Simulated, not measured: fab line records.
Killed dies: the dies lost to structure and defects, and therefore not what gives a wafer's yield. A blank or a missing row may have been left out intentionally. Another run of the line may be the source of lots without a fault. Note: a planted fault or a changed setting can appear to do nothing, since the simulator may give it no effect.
Which tool is to blame? -- flow nand_harc -- 12 lots, 36 wafers sampled, at 6 steps of a route of 1302

== WHAT EACH GAUGE READ, for each wafer ==
NHARC_THIN_TSV_INSPECT_40. Usual: raw_defect_count at 541, with a standard deviation of 83.
lot,measured,on,raw_defect_count,flag
L236,day 24 10:35,defect_inspect-02,494 521 581,
L237,day 24 10:35,defect_inspect-01,506 507 517,
L239,day 25 06:47,defect_inspect-02,464 362 404,
L242,day 26 16:25,defect_inspect-01,704 582 459,
L244,day 27 09:59,defect_inspect-02,605 588 643,
L247,day 28 14:05,defect_inspect-01,460 518 502,
L248,day 29 12:55,defect_inspect-01,578 495 560,
L249,day 29 12:55,defect_inspect-02,1021 1059 1067,OFF
L252,day 30 03:18,defect_inspect-02,1079 1037 997,OFF
L257,day 33 11:21,defect_inspect-02,445 568 568,
L258,day 33 21:46,defect_inspect-02,588 524 665,
L259,day 34 08:19,defect_inspect-01,588 589 580,

NHARC_END_SORT_01. Usual: defect_limited_yield 91.6 %, standard deviation 2.6; killed_at_array 52, standard deviation 17; killed_at_other 0.8, standard deviation 1.1; killed_at_periphery 3.2, standard deviation 2.2; killed_dies 57, standard deviation 17; killed_open 3.4, standard deviation 1.8; killed_short 2.4, standard deviation 1.6; sort_bin_2_pct 2.9 %, standard deviation 1.1; sort_bin_3_pct 0.6 %, standard deviation 0.38; sort_bin_4_pct 4.8 %, standard deviation 1.5; sort_n_pass 620, standard deviation 17; sort_rim_yield_pct 92 %, standard deviation 4.9; sort_yield_pct 91.6 %, standard deviation 2.6.
lot,measured,on,defect_limited_yield (%),killed_at_array,killed_at_other,killed_at_periphery,killed_dies,killed_open,killed_short,sort_bin_2_pct (%),sort_bin_3_pct (%),sort_bin_4_pct (%),sort_n_pass,sort_rim_yield_pct (%),sort_yield_pct (%),flag
L236,day 24 13:36,prober-02,88.0 91.0 90.5,74 54 57,2 3 0,5 4 7,81 61 64,4 5 3,6 1 1,4.0 4.3 4.0,0.9 0.3 0.7,7.1 4.4 4.7,596 616 613,97 84 83,88.0 91.0 90.5,
L237,day 24 13:37,prober-01,88.6 88.5 90.1,72 72 64,1 1 0,4 5 3,77 78 67,4 3 2,1 0 3,4.9 4.7 4.0,0.4 1.2 1.3,6.1 5.6 4.6,600 599 610,87 88 93,88.6 88.5 90.1,
L248,day 29 16:45,prober-02,90.0 91.0 92.5,63 58 48,1 2 0,4 1 3,68 61 51,4 2 3,3 3 2,3.8 3.0 2.4,0.9 0.9 1.0,5.3 5.2 4.1,609 616 626,87 88 89,90.0 91.0 92.5,
L249,day 29 16:42,prober-01,82.3 79.0 82.4,39 58 33,81 83 86,0 1 0,120 142 119,2 0 4,0 6 0,7.1 8.4 8.7,4.3 4.9 3.1,6.4 7.7 5.8,557 535 558,92 92 91,82.3 79.0 82.4,OFF
L252,day 30 14:56,prober-02,88.3 83.0 84.8,50 41 40,26 74 60,3 0 3,79 115 103,4 2 2,3 2 2,4.0 7.2 5.0,1.5 3.5 4.0,6.2 6.2 6.2,598 562 574,89 92 81,88.3 83.0 84.8,OFF

== EACH LOT AND THE TOOL THAT RAN IT (in order: tool; ch and the chambers of the sampled wafers; start) ==
lot,NHARC_HYBRID_BOND_ACTIVATE_00,NHARC_THIN_TSV_PRE_CLEAN_50,NHARC_THIN_TSV_DEGAS_53,NHARC_THIN_TSV_STRIP_57
L236,"rie_diel-07 ch 0,1,2, day 23 09:41","pvd_sputter-01, day 24 03:22 or earlier","pvd_sputter-03, day 24 03:22","wet_bench-10 ch 2,3,7, day 24 05:31"
L237,"rie_diel-07 ch 0,2,3, day 23 12:12","pvd_sputter-03, day 24 04:20 or earlier","pvd_sputter-03, day 24 04:20","wet_bench-10 ch 0,2,7, day 24 06:29"
L239,"rie_diel-06 ch 0,2,3, day 24 05:35","pvd_sputter-01, day 24 22:55 or earlier","pvd_sputter-03, day 24 22:55","wet_bench-10 ch 1,2,5, day 25 01:05"
L242,"rie_diel-07 ch 0,1,2, day 25 16:31","pvd_sputter-01, day 26 10:14 or earlier","pvd_sputter-01, day 26 10:14","wet_bench-10 ch 1,2,7, day 26 12:23"
L244,"rie_diel-06 ch 0,1, day 26 09:27","pvd_sputter-02, day 27 02:50 or earlier","pvd_sputter-03, day 27 02:50","wet_bench-08 ch 0,3,5, day 27 04:56"
L247,"rie_diel-01 ch 0,2,3, day 27 11:58","pvd_sputter-02, day 28 05:42 or earlier","pvd_sputter-02, day 28 05:42","wet_bench-08 ch 1,3,6, day 28 07:54"
L248,"rie_diel-07 ch 1,2,3, day 28 12:50","pvd_sputter-03, day 29 05:38 or earlier","pvd_sputter-03, day 29 05:38","wet_bench-08 ch 0,6,7, day 29 07:49"
L249,"rie_diel-07 ch 0,1,3, day 28 15:32","pvd_sputter-01, day 29 07:00 or earlier","pvd_sputter-01, day 29 07:00","wet_bench-08 ch 2,6,7, day 29 09:00"
L252,"rie_diel-06 ch 0,1,3, day 29 04:02","pvd_sputter-01, day 29 21:09 or earlier","pvd_sputter-03, day 29 21:09","wet_bench-08 ch 0,1,4, day 29 23:17"
L257,"rie_diel-07 ch 1,2, day 31 23:56","pvd_sputter-03, day 33 01:40 or earlier","pvd_sputter-03, day 33 01:40","wet_bench-10 ch 2,5,6, day 33 03:47"
L258,"rie_diel-06 ch 2,3, day 32 18:25","pvd_sputter-02, day 33 11:47 or earlier","pvd_sputter-01, day 33 11:47","wet_bench-08 ch 0,2,4, day 33 13:51"
L259,"rie_diel-07 ch 0,2,3, day 33 03:43","pvd_sputter-01, day 34 00:05 or earlier","pvd_sputter-01, day 34 00:05","wet_bench-10 ch 0,3,5, day 34 02:08"
- NHARC_HYBRID_BOND_ACTIVATE_00: chemistry N2, time 60 s.
- NHARC_THIN_TSV_PRE_CLEAN_50: time 30 s.
- NHARC_THIN_TSV_DEGAS_53: time 60 s.
- NHARC_THIN_TSV_STRIP_57: strips in post etch residue remover, time 1200 s.

== AS READ BY THE TOOLS THEMSELVES (means over the sampled wafers that have a number; for cases with no such wafer, the mark the record gives instead) ==
NHARC_HYBRID_BOND_ACTIVATE_00. Usual: drypump_motor_current_A 5.7 A, standard deviation 0.48; oes_product_au 0.998 a.u., standard deviation 0.0084; rf_vpp_V 64.3 V, standard deviation 0.87; showerhead_plenum_p_Torr 1.79 Torr, standard deviation 0.056.
lot,tool,drypump_motor_current_A (A),oes_product_au (a.u.),rf_vpp_V (V),showerhead_plenum_p_Torr (Torr),flag
L236,rie_diel-07,5.4,1.006,63.4,1.75,
L237,rie_diel-07,5.3,0.992,64.2,1.77,
L239,rie_diel-06,6.3,1.003,64.7,1.80,
L242,rie_diel-07,5.4,1.005,64.6,1.75,
L244,rie_diel-06,6.1,1.002,63.9,1.78,
L247,rie_diel-01,5.9,1.000,64.4,1.81,
L248,rie_diel-07,5.5,0.995,63.5,1.79,
L249,rie_diel-07,5.6,0.994,64.4,1.79,
L252,rie_diel-06,6.3,0.994,63.9,1.82,
L257,rie_diel-07,5.6,0.995,63.4,1.77,
L258,rie_diel-06,6.5,1.003,64.1,1.82,
L259,rie_diel-07,5.3,1.004,63.8,1.77,

NHARC_THIN_TSV_PRE_CLEAN_50. Usual: heater_power_w at 406 W, with a standard deviation of 43.
lot,tool,heater_power_w (W),flag
L236,pvd_sputter-01,384,
L237,pvd_sputter-03,382,
L239,pvd_sputter-01,426,
L242,pvd_sputter-01,421,
L244,pvd_sputter-02,387,
L247,pvd_sputter-02,410,
L248,pvd_sputter-03,378,
L249,pvd_sputter-01,432,
L252,pvd_sputter-01,476,
L257,pvd_sputter-03,406,
L258,pvd_sputter-02,408,
L259,pvd_sputter-01,348,

NHARC_THIN_TSV_DEGAS_53. Usual: heater_power_w at 462 W, with a standard deviation of 49.
lot,tool,heater_power_w (W),flag
L236,pvd_sputter-03,442,
L237,pvd_sputter-03,451,
L239,pvd_sputter-03,445,
L242,pvd_sputter-01,499,
L244,pvd_sputter-03,432,
L247,pvd_sputter-02,468,
L248,pvd_sputter-03,443,
L249,pvd_sputter-01,501,
L252,pvd_sputter-03,438,
L257,pvd_sputter-03,459,
L258,pvd_sputter-01,508,
L259,pvd_sputter-01,452,

NHARC_THIN_TSV_STRIP_57. Usual: temp_c at 72.50 C, with a standard deviation of 0.12.
lot,tool,temp_c (C),flag
L236,wet_bench-10,72.52,
L237,wet_bench-10,72.33,
L239,wet_bench-10,72.49,
L242,wet_bench-10,72.42,
L244,wet_bench-08,72.58,
L247,wet_bench-08,72.52,
L248,wet_bench-08,72.50,
L249,wet_bench-08,72.43,
L252,wet_bench-08,72.44,
L257,wet_bench-10,72.45,
L258,wet_bench-08,72.50,
L259,wet_bench-10,72.55,

== THE ANSWER, worked out from the rows above alone ==
Rule: take the mean of a lot's wafers that have a number; if it is more than 3 standard deviations from the usual mean, the lot is off. A lot without any number at a reading at which 4 lots or more have one is off too. All remaining lots with rows at the step are treated as sound. The gauges are gone through in route order, then the tools' own readings, and for those a lot's mean is taken as printed above. The first step at which some lot is off is used, and at that step the reading that is off furthest; a lot without a number counts as furthest.
Off at NHARC_THIN_TSV_INSPECT_40 (raw_defect_count): L249, L252.
A tool fits if, at a process step before that reading, it ran every lot that is off, and no sound lot after the first of them. The gauges at NHARC_THIN_TSV_INSPECT_40 aren't tried: what is off there is off at NHARC_END_SORT_01 too, on other tools, and a gauge's error can't cause that. NHARC_THIN_TSV_PRE_CLEAN_50: start missing for some lots; hours and lot order therefore follow NHARC_THIN_TSV_DEGAS_53. Not one of the candidates tried fits.

== WHAT WAS PUT IN BY THE SIMULATOR ==
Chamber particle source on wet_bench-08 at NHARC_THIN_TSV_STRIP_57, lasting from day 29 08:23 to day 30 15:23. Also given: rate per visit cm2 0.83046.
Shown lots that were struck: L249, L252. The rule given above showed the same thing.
